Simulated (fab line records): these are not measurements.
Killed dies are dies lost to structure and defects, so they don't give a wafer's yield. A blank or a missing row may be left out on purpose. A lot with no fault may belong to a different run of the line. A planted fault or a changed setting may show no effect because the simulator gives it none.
Which tool was responsible?	flow nand-harc	69 wafers from 23 lots sampled at 6 of the route's 1159 steps

== WHAT THE GAUGES SHOWED, per wafer ==
NHARC_A_M1_THK_MEAS_24: measures by xrf.
lot	measured	on	thk-nm (nm)
L075	day 18 03:53	film-metro-01	153.2 154.4 154.3
L074	day 18 04:24	film-metro-02	154.9 154.8 153.5
L076	day 18 13:04	film-metro-02	155.3 155.8 153.4
L077	day 18 13:23	film-metro-02	155.8 153.8 152.2
L078	day 18 21:52	film-metro-02	154.5 153.7 152.2
L079	day 19 07:53	film-metro-02	153.9 152.2 152.6
L080	day 19 14:34	film-metro-02	156.3 154.5 155.9
L081	day 19 20:20	film-metro-01	153.2 152.7 155.2
L084	day 20 04:46	film-metro-02	156.1 154.6 157.6
L085	day 20 12:43	film-metro-02	150.7 154.1 155.4
L083	day 21 00:01	film-metro-01	155.3 154.4 154.3
L082	day 21 00:38	film-metro-01	151.7 151.9 153.4
L087	day 21 04:28	film-metro-01	154.5 153.0 155.2
L086	day 21 05:19	film-metro-02	156.3 155.1 155.4
L088	day 22 03:36	film-metro-01	154.4 154.2 156.2
L089	day 22 03:55	film-metro-02	156.0 157.0 155.3
L091	day 22 16:54	film-metro-01	154.0 156.4 155.9
L092	day 22 20:26	film-metro-01	155.2 156.6 155.2
L093	day 23 03:00	film-metro-01	154.3 153.6 155.1
L095	day 23 06:53	film-metro-02	155.8 153.9 154.1
L094	day 23 13:28	film-metro-01	153.2 155.2 155.0
L096	day 23 17:23	film-metro-01	152.3 152.9 153.7
L097	day 23 18:02	film-metro-02	152.5 155.1 153.5

NHARC_A_M1_INSPECT_27.
lot	measured	on	raw-defect-count
L075	day 18 04:02	defect-inspect-02	385 565 497
L074	day 18 04:34	defect-inspect-01	570 497 320
L076	day 18 13:13	defect-inspect-01	342 289 403
L077	day 18 13:32	defect-inspect-01	329 323 510
L078	day 18 22:01	defect-inspect-01	310 386 405
L079	day 19 08:02	defect-inspect-01	367 434 661
L080	day 19 14:43	defect-inspect-01	424 385 424
L081	day 19 20:29	defect-inspect-01	373 442 291
L084	day 20 04:57	defect-inspect-01	469 430 617
L085	day 20 12:53	defect-inspect-01	344 467 653
L083	day 21 00:11	defect-inspect-01	347 269 215
L082	day 21 00:47	defect-inspect-01	408 480 572
L087	day 21 04:37	defect-inspect-01	304 400 412
L086	day 21 05:28	defect-inspect-01	343 452 374
L088	day 22 03:46	defect-inspect-01	563 732 616
L089	day 22 04:05	defect-inspect-01	551 592 534
L091	day 22 17:03	defect-inspect-02	379 440 580
L092	day 22 20:35	defect-inspect-02	428 420 335
L093	day 23 03:09	defect-inspect-02	381 392 478
L095	day 23 07:04	defect-inspect-02	584 432 626
L094	day 23 13:37	defect-inspect-02	714 654 685
L096	day 23 17:32	defect-inspect-02	630 380 590
L097	day 23 18:11	defect-inspect-02	320 373 400

== EACH LOT AND THE TOOL THAT RAN IT (in order: tool; ch and the chambers of the sampled wafers; start) ==
lot	NHARC_A_CONTACT_ETCH_110	NHARC_A_CONTACT_STRIP_26	NHARC_A_M0_ETCH_15	NHARC_A_M1_ETCH_35
L075	rie-diel-09 ch 1,2, day 17 05:49	rie-diel-09 ch 1,2, day 18 01:14 or earlier	rie-diel-02 ch 1,2, day 18 01:14 or earlier	rie-diel-06 ch 0,1,2, day 18 01:14
L074	rie-diel-01 ch 0,1,3, day 17 05:52	rie-diel-01 ch 0,1,3, day 18 02:04 or earlier	rie-diel-10 ch 1,2, day 18 02:04 or earlier	rie-diel-13 ch 0,2,3, day 18 02:04
L076	rie-diel-03 ch 1, day 17 19:28	rie-diel-03 ch 1,2, day 17 19:37	rie-diel-07 ch 0,1, day 18 10:36 or earlier	rie-diel-12 ch 2,3, day 18 10:36
L077	rie-diel-01 ch 0,1,3, day 17 20:35	rie-diel-01 ch 0,3, day 18 11:01 or earlier	rie-diel-02 ch 2,3, day 18 11:01 or earlier	rie-diel-12 ch 2,3, day 18 11:01
L078	rie-diel-01 ch 1,2,3, day 18 07:54	rie-diel-01 ch 1,2, day 18 19:14 or earlier	rie-diel-07 ch 0,3, day 18 19:14 or earlier	rie-diel-12 ch 0,1, day 18 19:14
L079	rie-diel-09 ch 0,1,3, day 18 12:40	rie-diel-09 ch 0,2, day 19 05:25 or earlier	rie-diel-07 ch 0,1,2, day 19 05:25 or earlier	rie-diel-12 ch 1,2,3, day 19 05:25
L080	rie-diel-09 ch 1,2, day 18 21:44	rie-diel-09 ch 1,2, day 19 12:14 or earlier	rie-diel-02 ch 0,2,3, day 19 12:14 or earlier	rie-diel-06 ch 0,1,3, day 19 12:14
L081	rie-diel-01 ch 0,1,3, day 19 02:23	rie-diel-01 ch 0,2,3, day 19 17:12 or earlier	rie-diel-02 ch 0,2,3, day 19 17:12 or earlier	rie-diel-12 ch 0,2,3, day 19 17:12
L084	rie-diel-01 ch 2,3, day 19 15:02	rie-diel-01 ch 1,2,3, day 20 02:13 or earlier	rie-diel-10 ch 1,2, day 20 02:13 or earlier	rie-diel-06 ch 2,3, day 20 02:13
L085	rie-diel-03 ch 0,1,3, day 19 21:28	rie-diel-03 ch 0,1, day 20 10:22 or earlier	rie-diel-10 ch 0,1,3, day 20 10:22 or earlier	rie-diel-13 ch 2,3, day 20 10:22
L083	rie-diel-03 ch 2,3, day 19 22:20	rie-diel-03 ch 1,2, day 20 21:34 or earlier	rie-diel-02 ch 0,1,3, day 20 21:34 or earlier	rie-diel-06 ch 0,1, day 20 21:34
L082	rie-diel-01 ch 0,2,3, day 19 22:46	rie-diel-01 ch 2,3, day 20 22:11 or earlier	rie-diel-07 ch 0,2,3, day 20 22:11 or earlier	rie-diel-13 ch 1,2,3, day 20 22:11
L087	rie-diel-03 ch 1,2,3, day 20 11:38	rie-diel-03 ch 1,2,3, day 21 02:09 or earlier	rie-diel-07 ch 1,2,3, day 21 02:09 or earlier	rie-diel-12 ch 1,2,3, day 21 02:09
L086	rie-diel-09 ch 1,2,3, day 20 12:44	rie-diel-09 ch 0,1, day 21 02:58 or earlier	rie-diel-07 ch 0,3, day 21 02:58 or earlier	rie-diel-12 ch 1,2, day 21 02:58
L088	rie-diel-01 ch 1,2, day 21 00:59	rie-diel-01 ch 0,2, day 22 01:14 or earlier	rie-diel-07 ch 0,1, day 22 01:14 or earlier	rie-diel-12 ch 1,2,3, day 22 01:14
L089	rie-diel-03 ch 0,1, day 21 02:20	rie-diel-03 ch 0,1,2, day 22 01:25 or earlier	rie-diel-02 ch 1,2,3, day 22 01:25 or earlier	rie-diel-13 ch 1,3, day 22 01:25
L091	rie-diel-03 ch 0,1, day 21 15:23	rie-diel-03 ch 2,3, day 22 14:27 or earlier	rie-diel-07 ch 1,3, day 22 14:27 or earlier	rie-diel-13 ch 0,1, day 22 14:27
L092	rie-diel-01 ch 0,1,3, day 22 00:01	rie-diel-01 ch 1,2,3, day 22 18:06 or earlier	rie-diel-10 ch 0,2,3, day 22 18:06 or earlier	rie-diel-06 ch 1,2,3, day 22 18:06
L093	rie-diel-01 ch 0,1, day 22 12:31	rie-diel-01 ch 1,2,3, day 23 00:40 or earlier	rie-diel-10 ch 0,1,3, day 23 00:40 or earlier	rie-diel-06 ch 1,2,3, day 23 00:40
L095	rie-diel-03 ch 1,3, day 22 15:47	rie-diel-03 ch 0,1,3, day 23 03:55 or earlier	rie-diel-02 ch 0,3, day 23 03:55 or earlier	rie-diel-13 ch 0,1,2, day 23 03:55
L094	rie-diel-03 ch 0,2, day 22 19:22	rie-diel-03 ch 0,1, day 23 10:59 or earlier	rie-diel-07 ch 0,3, day 23 10:59 or earlier	rie-diel-12 ch 1,2, day 23 10:59
L096	rie-diel-01 ch 0,1,3, day 22 23:37	rie-diel-01 ch 0,1,3, day 23 15:01 or earlier	rie-diel-02 ch 1,2, day 23 15:01 or earlier	rie-diel-12 ch 1,2,3, day 23 15:01
L097	rie-diel-01 ch 1,3, day 23 04:11	rie-diel-01 ch 0,3, day 23 15:41 or earlier	rie-diel-02 ch 0,3, day 23 15:41 or earlier	rie-diel-12 ch 1,3, day 23 15:41
- NHARC_A_CONTACT_ETCH_110: etches the open film in CF4/O2, target depth 50 nm, overetch 5 nm, time 27.5 s.
- NHARC_A_CONTACT_STRIP_26: strips in O2.
- NHARC_A_M0_ETCH_15: etches the open film in C4F8/Ar, target depth 150 nm, overetch 15 nm, time 82.5 s.
- NHARC_A_M1_ETCH_35: etches the open film in N2/H2, target depth 40 nm, overetch 12 nm, time 43.94 s.

== WHAT THE TOOLS THEMSELVES READ (means of the sampled wafers that have a number; where no wafer has one, the mark that the record gives instead) ==
NHARC_A_CONTACT_ETCH_110.
lot	tool	bias-w (W)	drypump-motor-current-A (A)	oes-product-au (a.u.)	rf-vpp-V (V)	showerhead-plenum-p-Torr (Torr)	throttle-valve-pct (%)
L075	rie-diel-09	99.89	5.2	1.012	196.5	1.28	13.397
L074	rie-diel-01	99.99	6.0	0.998	198.2	1.34	13.394
L076	rie-diel-03	100.09	4.7	1.011	199.1	1.39	13.395
L077	rie-diel-01	100.13	6.0	0.999	197.7	1.34	13.394
L078	rie-diel-01	99.84	6.0	0.997	196.9	1.29	13.396
L079	rie-diel-09	100.06	5.6	1.007	197.8	1.33	13.393
L080	rie-diel-09	100.09	5.4	1.004	198.1	1.32	13.400
L081	rie-diel-01	99.89	6.0	0.985	197.7	1.34	13.402
L084	rie-diel-01	100.06	5.8	1.000	197.5	1.30	13.393
L085	rie-diel-03	99.81	5.3	1.001	198.2	1.32	13.401
L083	rie-diel-03	100.02	5.3	0.991	197.1	1.30	13.406
L082	rie-diel-01	99.95	5.8	0.994	197.9	1.35	13.405
L087	rie-diel-03	100.02	5.1	1.000	197.5	1.34	13.393
L086	rie-diel-09	99.98	5.4	1.010	197.5	1.33	13.386
L088	rie-diel-01	100.01	5.7	0.994	197.5	1.29	13.405
L089	rie-diel-03	99.91	5.0	1.002	198.5	1.37	13.397
L091	rie-diel-03	100.01	5.1	1.001	198.3	1.37	13.390
L092	rie-diel-01	99.73	6.0	0.986	197.7	1.34	13.395
L093	rie-diel-01	100.05	5.9	0.982	197.6	1.32	13.398
L095	rie-diel-03	99.85	4.9	1.005	197.2	1.33	13.398
L094	rie-diel-03	100.20	5.5	0.998	198.7	1.37	13.392
L096	rie-diel-01	99.82	6.0	0.988	198.5	1.34	13.396
L097	rie-diel-01	99.98	6.1	0.984	197.2	1.29	13.400

NHARC_A_CONTACT_STRIP_26.
lot	tool	drypump-motor-current-A (A)	oes-product-au (a.u.)	rf-vpp-V (V)	showerhead-plenum-p-Torr (Torr)	throttle-valve-pct (%)
L075	rie-diel-09	5.2	1.004	57.8	3.40	17.032
L074	rie-diel-01	6.0	0.999	58.4	3.54	17.036
L076	rie-diel-03	5.0	1.001	58.5	3.71	17.034
L077	rie-diel-01	6.0	1.001	58.4	3.59	17.031
L078	rie-diel-01	5.9	0.996	58.2	3.38	17.034
L079	rie-diel-09	6.1	0.993	58.2	3.59	17.044
L080	rie-diel-09	5.4	1.006	57.5	3.50	17.031
L081	rie-diel-01	5.8	1.003	58.5	3.57	17.038
L084	rie-diel-01	6.0	0.996	57.3	3.42	17.030
L085	rie-diel-03	5.5	1.004	57.7	3.60	17.042
L083	rie-diel-03	5.0	0.995	58.8	3.70	17.031
L082	rie-diel-01	6.0	0.997	57.2	3.46	17.033
L087	rie-diel-03	5.1	1.001	57.8	3.55	17.037
L086	rie-diel-09	5.5	1.003	57.3	3.39	17.040
L088	rie-diel-01	5.6	0.992	57.6	3.56	17.032
L089	rie-diel-03	5.2	1.002	58.6	3.64	17.033
L091	rie-diel-03	5.2	0.998	57.6	3.57	17.033
L092	rie-diel-01	5.9	0.986	57.4	3.42	17.037
L093	rie-diel-01	6.0	0.991	56.4	3.42	17.026
L095	rie-diel-03	5.3	1.003	57.5	3.49	17.034
L094	rie-diel-03	5.1	1.005	58.0	3.61	17.036
L096	rie-diel-01	6.0	0.992	57.1	3.53	17.036
L097	rie-diel-01	5.9	0.997	57.8	3.67	17.041

NHARC_A_M0_ETCH_15.
lot	tool	bias-w (W)	oes-product-au (a.u.)	rf-vpp-V (V)
L075	rie-diel-02	299.7	0.967	442.2
L074	rie-diel-10	300.4	0.967	444.9
L076	rie-diel-07	299.6	0.973	444.0
L077	rie-diel-02	300.0	0.917	441.3
L078	rie-diel-07	300.4	0.971	441.5
L079	rie-diel-07	300.9	0.967	444.4
L080	rie-diel-02	299.9	0.941	441.6
L081	rie-diel-02	299.9	0.953	442.7
L084	rie-diel-10	298.8	0.915	444.8
L085	rie-diel-10	299.5	0.930	442.2
L083	rie-diel-02	299.5	0.922	441.7
L082	rie-diel-07	299.8	0.958	441.6
L087	rie-diel-07	300.7	0.971	443.1
L086	rie-diel-07	299.8	0.970	439.4
L088	rie-diel-07	300.5	0.925	442.5
L089	rie-diel-02	300.5	0.963	440.8
L091	rie-diel-07	300.2	0.939	442.4
L092	rie-diel-10	299.7	0.959	441.4
L093	rie-diel-10	300.3	0.924	441.5
L095	rie-diel-02	299.7	0.957	442.3
L094	rie-diel-07	300.4	0.955	440.7
L096	rie-diel-02	300.2	0.934	441.7
L097	rie-diel-02	300.1	0.947	440.9

NHARC_A_M1_ETCH_35.
lot	tool	bias-w (W)	drypump-motor-current-A (A)	oes-product-au (a.u.)	rf-vpp-V (V)	showerhead-plenum-p-Torr (Torr)	throttle-valve-pct (%)
L075	rie-diel-06	149.8	6.0	1.004	429.7	2.00	14.162
L074	rie-diel-13	150.1	5.7	0.988	430.0	2.02	14.174
L076	rie-diel-12	150.0	6.1	0.989	430.6	2.04	14.164
L077	rie-diel-12	149.9	6.1	0.996	429.9	2.04	14.174
L078	rie-diel-12	149.1	5.5	1.001	431.3	2.06	14.175
L079	rie-diel-12	149.7	5.8	0.994	431.7	2.10	14.165
L080	rie-diel-06	150.2	6.4	1.001	429.1	1.97	14.173
L081	rie-diel-12	149.9	5.9	0.997	430.3	2.06	14.175
L084	rie-diel-06	150.3	5.6	0.999	434.6	2.15	14.165
L085	rie-diel-13	150.6	6.2	0.993	429.9	1.99	14.182
L083	rie-diel-06	150.2	6.4	0.998	426.6	1.91	14.173
L082	rie-diel-13	149.9	6.0	0.995	428.8	1.99	14.169
L087	rie-diel-12	150.0	5.8	1.000	432.6	2.09	14.170
L086	rie-diel-12	149.6	5.6	0.997	434.0	2.16	14.168
L088	rie-diel-12	150.0	5.8	0.996	432.3	2.09	14.175
L089	rie-diel-13	150.0	6.4	0.997	429.7	2.02	14.168
L091	rie-diel-13	150.1	5.6	0.985	431.4	2.07	14.172
L092	rie-diel-06	150.3	6.0	0.999	430.9	2.06	14.180
L093	rie-diel-06	149.7	6.0	0.997	431.2	2.06	14.173
L095	rie-diel-13	150.1	5.4	0.999	431.2	2.03	14.167
L094	rie-diel-12	150.1	5.5	0.987	433.1	2.15	14.178
L096	rie-diel-12	150.0	5.8	0.992	431.2	2.09	14.178
L097	rie-diel-12	149.9	5.9	0.989	430.3	2.02	14.174

== THE ANSWER, worked out from the rows above alone ==
Rule: the usual values come from the lots themselves. Put in order of their means at a reading, lots are off if they are a third of the lots or fewer, leave a main group of 4 or more, and stand apart from it by a gap of 3 or more times the standard deviation of the main group's means; of several such gaps the widest counts. If all means in a main group match to the digits the tables above print for the reading, that group is not used. Also off: a lot with no number at a reading for which 4 or more lots have one. Any other lot the step has rows for is counted as sound. The gauges are gone through in route order, then the tools' own readings, and for those a lot's mean is taken as printed above. The first step at which some lot is off is used, and at that step the reading that is off furthest; a lot without a number counts as furthest.
Across all readings shown, no lot is off: no conclusion can be drawn from this.

== WHAT THE SIMULATOR HAD INSERTED ==
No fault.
